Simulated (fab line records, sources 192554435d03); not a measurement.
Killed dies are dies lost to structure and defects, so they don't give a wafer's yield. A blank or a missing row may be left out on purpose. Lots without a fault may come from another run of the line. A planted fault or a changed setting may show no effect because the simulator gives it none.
Chamber matching | flow n5_finfet | N5_BEOL_M8_CURE_74 on uv_cure-01: 3 sister chambers
The step cures SiCOH lowk, time 240 s. 24 wafers are shown with their chamber, then 12 later ones without.

WAFERS WITH THEIR CHAMBER
wafer  | chamber | wafer_temp_C_max | lamp_power_pct (%)
L078.4 | 2       | 387.0            | 52.25
L078.5 | 2       | 386.9            | 52.28
L078.6 | 2       | 386.5            | 52.33
L082.1 | 2       | 386.9            | 52.29
L082.3 | 2       | 387.2            | 52.35
L082.6 | 2       | 386.8            | 52.27
L082.2 | 2       | 387.1            | 52.38
L082.4 | 2       | 387.7            | 52.32
L082.5 | 2       | 386.8            | 52.37
L083.1 | 1       | 387.6            | 52.32
L083.3 | 1       | 387.9            | 52.25
L083.4 | 1       | 387.5            | 52.35
L085.1 | 0       | 387.8            | 52.38
L085.4 | 0       | 387.9            | 52.35
L085.5 | 0       | 387.7            | 52.47
L085.2 | 0       | 387.1            | 52.31
L085.3 | 0       | 387.1            | 52.39
L085.6 | 0       | 387.3            | 52.17
L089.2 | 0       | 387.8            | 52.30
L089.5 | 0       | 386.9            | 52.24
L089.6 | 0       | 387.3            | 52.18
L091.1 | 2       | 386.5            | 52.34
L091.3 | 2       | 387.2            | 52.38
L091.4 | 2       | 387.1            | 52.31

SIGNATURES (means of the wafers above)
reading          | chamber 0 | chamber 1 | chamber 2 | scatter within a chamber
wafer_temp_C_max | 387.433   | 387.667   | 386.975   | 0.336
lamp_power_pct   | 52.3100   | 52.3067   | 52.3225   | 0.0711
Rule: a wafer's distance from a chamber is the root of the sum, over the readings, of the square of ((its reading less the chamber's mean) divided by the reading's scatter). The wafer belongs to the nearest chamber; if the next one is less than 2 further off, it can't be placed. The scatter: the root of (the sum of the squares of (reading less its chamber's mean) over the shown wafers, divided by (wafers less chambers)).

WAFERS WITHOUT THEIR CHAMBER
wafer  | wafer_temp_C_max | lamp_power_pct (%)
L091.2 | 387.6            | 52.25
L091.5 | 386.8            | 52.19
L091.6 | 387.0            | 52.30
L090.1 | 386.9            | 52.35
L090.4 | 386.6            | 52.29
L090.6 | 387.1            | 52.34
L090.2 | 387.3            | 52.27
L090.3 | 387.3            | 52.37
L090.5 | 386.6            | 52.26
L092.2 | 387.4            | 52.32
L092.4 | 386.7            | 52.43
L092.5 | 387.3            | 52.28

WHICH CHAMBER EACH WENT THROUGH
wafer  | from the rows above          | in truth
L091.2 | can't be placed: 1 or 0 or 2 | 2
L091.5 | can't be placed: 2 or 0 or 1 | 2
L091.6 | can't be placed: 2 or 0 or 1 | 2
L090.1 | can't be placed: 2 or 0 or 1 | 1
L090.4 | can't be placed: 2 or 0 or 1 | 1
L090.6 | can't be placed: 2 or 0 or 1 | 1
L090.2 | can't be placed: 0 or 1 or 2 | 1
L090.3 | can't be placed: 0 or 2 or 1 | 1
L090.5 | can't be placed: 2 or 0 or 1 | 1
L092.2 | can't be placed: 0 or 1 or 2 | 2
L092.4 | can't be placed: 2 or 0 or 1 | 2
L092.5 | can't be placed: 0 or 2 or 1 | 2
Placed correctly: 0 of 12. Can't be placed from these rows: 12 (the true chamber is among the candidates in 12). Placed wrongly: 0.
